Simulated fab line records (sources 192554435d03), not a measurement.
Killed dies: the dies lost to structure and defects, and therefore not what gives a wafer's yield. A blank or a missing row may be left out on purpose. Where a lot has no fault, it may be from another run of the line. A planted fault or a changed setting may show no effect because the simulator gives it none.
A struck lot beside a sound one + flow n5_finfet + 40 out of 1938 route steps
Sound: wafers L378.1, L378.3, L378.6. Wafers struck: L387.2, L387.5. The cause is given at the end.
Per side, at each step with rows, come the tool, then ch with its chambers, and then its first start. Under that, the readings that differ: sound wafers + struck wafers + difference of the means + sigmas: that difference in standard deviations of wafers without a fault.
alike: a reading whose means differ by less than 2 such deviations, as well as words and numbers matching on both sides. not compared: withheld readings; readings where some wafer has no value; bounds like >300 that might hide an equal value; numbers whose values overlap and for which the record gives no deviation.
A row with sigmas, a row that says differs or no value, or rows on one side alone: a step with any of these is where the two part. Numbers that have no deviation but don't overlap get no sigmas and don't part them. A reading that every wafer of one side lacks parts them only if that side has two wafers or more.

first, 11 steps without rows for these wafers: N5_MOL_CONTACT_COAG_ETCH_59 (etches underlayer in N2/H2, target depth 13 nm, time 10.4 s); N5_MOL_CONTACT_COAG_ETCH_105 (etches SiARC in CF4, target depth 15.6 nm, time 26 s); N5_MOL_CONTACT_COAG_ETCH_106 (etches SOC in N2/H2, target depth 80 nm, overetch 16 nm, time 120 s); N5_MOL_CONTACT_COAG_STRIP_107 (strips in N2/H2); N5_MOL_CONTACT_COAG_STRIP_108 (strips in N2/H2); N5_MOL_CONTACT_COAG_CONTACT_ETCH_14 (etches SiO2 in C4F6/O2, target depth 27.5 nm, overetch 8.5 nm, time 20 s); N5_MOL_CONTACT_COAG_STRIP_109 (strips in C4F6/O2); N5_MOL_CONTACT_COAG_ETCH_15 (etches SiNx in CH3F/O2, stops on Si:P, target depth 7 nm); N5_MOL_CONTACT_COAG_ETCH_110 (etches Si in CF4/O2, target depth 2.5 nm, time 8 s); N5_MOL_CONTACT_COAG_STRIP_98 (strips in N2/H2); N5_MOL_CONTACT_COAG_IMPLANT_129.
N5_MOL_CONTACT_COAG_PRECLEAN_111: cleans in NF3:NH3, afs cycles 1, time 20 s, sublimation time 60 s.
  sound on remote_plasma-02 ch 0, day 5 14:49; struck on remote_plasma-02 ch 1, day 8 05:20
| reading    | sound    | struck        | difference | sigmas |
|------------|----------|---------------|------------|--------|
| time_s (s) | 20 20 20 | 24.874 24.874 | +4.874     |        |
  alike: sublimation_temp_c
then, 26 steps without rows for these wafers: N5_MOL_CONTACT_COAG_TI_SIL_19 (material Ti, target thk 4.2 nm, time 15 s); N5_MOL_CONTACT_COAG_ALD_20 (deposits TiN, target thk 1.5 nm, pulse time 1 s, purge time 3 s); N5_MOL_CONTACT_COAG_SIL_ANNEAL_21 (time 60 s); N5_MOL_CONTACT_COAG_PRE_CLEAN_141 (time 60 s); N5_MOL_CONTACT_COAG_SPUTTER_143 (material Co, target thk 2.5 nm); N5_MOL_CONTACT_COAG_CO_FILL_22 (material Co, precursor CCTBA/H2, target thk 20 nm); N5_MOL_CONTACT_COAG_ANNEAL_113 (time 300 s); N5_MOL_CONTACT_COAG_PRE_CLEAN_142 (time 60 s); N5_MOL_CONTACT_COAG_SPUTTER_130 (material Co, target thk 47.5 nm); N5_MOL_CONTACT_COAG_PRECLEAN_125 (cleans in DIW, time 57.5 s); N5_MOL_CONTACT_COAG_SRD_126 (dry time 32 s); N5_MOL_CONTACT_COAG_CMP_23 (polishes, stops on SiO2, t overpolish 1.5 s, target thk 0 nm); N5_MOL_CONTACT_COAG_WET_ETCH_26 (target Co, target depth 13 nm); N5_MOL_CONTACT_COAG_WET_ETCH_116 (etches the open film in SC1-inhibited, target depth 4.6 nm, rinse time 30 s); N5_MOL_CONTACT_COAG_ALD_27 (deposits SiOC, target thk 17 nm, pulse time 1.5 s, time 2720 s); N5_MOL_CONTACT_COAG_CMP_28 (polishes, stops on SiNx, t overpolish 0.85 s, target thk 14.522 nm); N5_MOL_CONTACT_COAG_ALD_123 (deposits SiNx, target thk 5 nm, pulse time 1 s, purge time 2 s); N5_MOL_CONTACT_COAG_PECVD_31 (deposits SiO2 from TEOS/O2, target thk 46 nm, time 8.9 s); N5_MOL_CONTACT_COAG_COAT_75 (time 60 s, resist thk 60 nm); N5_MOL_CONTACT_COAG_COAT_76 (time 60 s, resist thk 10 nm); N5_MOL_CONTACT_COAG_COAT_77 (time 60 s, resist thk 10 nm); N5_MOL_CONTACT_COAG_COAT_78 (resist thk 40 nm); N5_MOL_CONTACT_COAG_EBR_80; N5_MOL_CONTACT_COAG_SOFTBAKE_79 (time 60 s); N5_MOL_CONTACT_COAG_EXPOSE_81 (exposes mask VG, defocus 0 nm); N5_MOL_CONTACT_COAG_PEB_82 (peb time 60 s).
N5_MOL_CONTACT_COAG_ETCH_47: etches SiNx in CH3F/O2, stops on W, target depth 27 nm.
  sound on rie_diel-02 ch 0,1,3, day 6 01:13; struck on rie_diel-03 ch 1,3, day 8 17:20
| reading                  | sound          | struck      | difference | sigmas |
|--------------------------|----------------|-------------|------------|--------|
| model.etch.depth_nm (nm) | 18.05 18 17.91 | 17.86 17.87 | -0.12      |        |
  alike: drypump_motor_current_A, etch_rf_on_time_s, oes_product_au, rf_vpp_V, showerhead_plenum_p_Torr, throttle_valve_pct
  not compared: rf_hours_counter_h
-- the record jumps here: 6 days lie between the struck wafers' starts before and after (it left off in module MOL_CONTACT_COAG and takes up again in module BEOL_M4, whose first step shown is number 1111 of the route) --
N5_BEOL_M4_RC_MEAS_101:
  sound on prober-01 ch 0, day 8 14:51; struck on prober-01 ch 0, day 14 14:49
| reading       | sound          | struck    | difference | sigmas |
|---------------|----------------|-----------|------------|--------|
| DIBL_P (mV/V) | 39.3 42.1 37.8 | 34.5 35.1 | -4.9       | -2     |
| SS_P (mV/dec) | 75.0 74.8 73.7 | 72.9 73.2 | -1.4       | -2     |
  alike: DIBL_N, IOFF_N, IOFF_P, ION_N, ION_P, SS_N, VT_N, VT_P

== WHERE THEY PART ==
N5_BEOL_M4_RC_MEAS_101 only, going by this record.

WHY: whatever the simulator had introduced
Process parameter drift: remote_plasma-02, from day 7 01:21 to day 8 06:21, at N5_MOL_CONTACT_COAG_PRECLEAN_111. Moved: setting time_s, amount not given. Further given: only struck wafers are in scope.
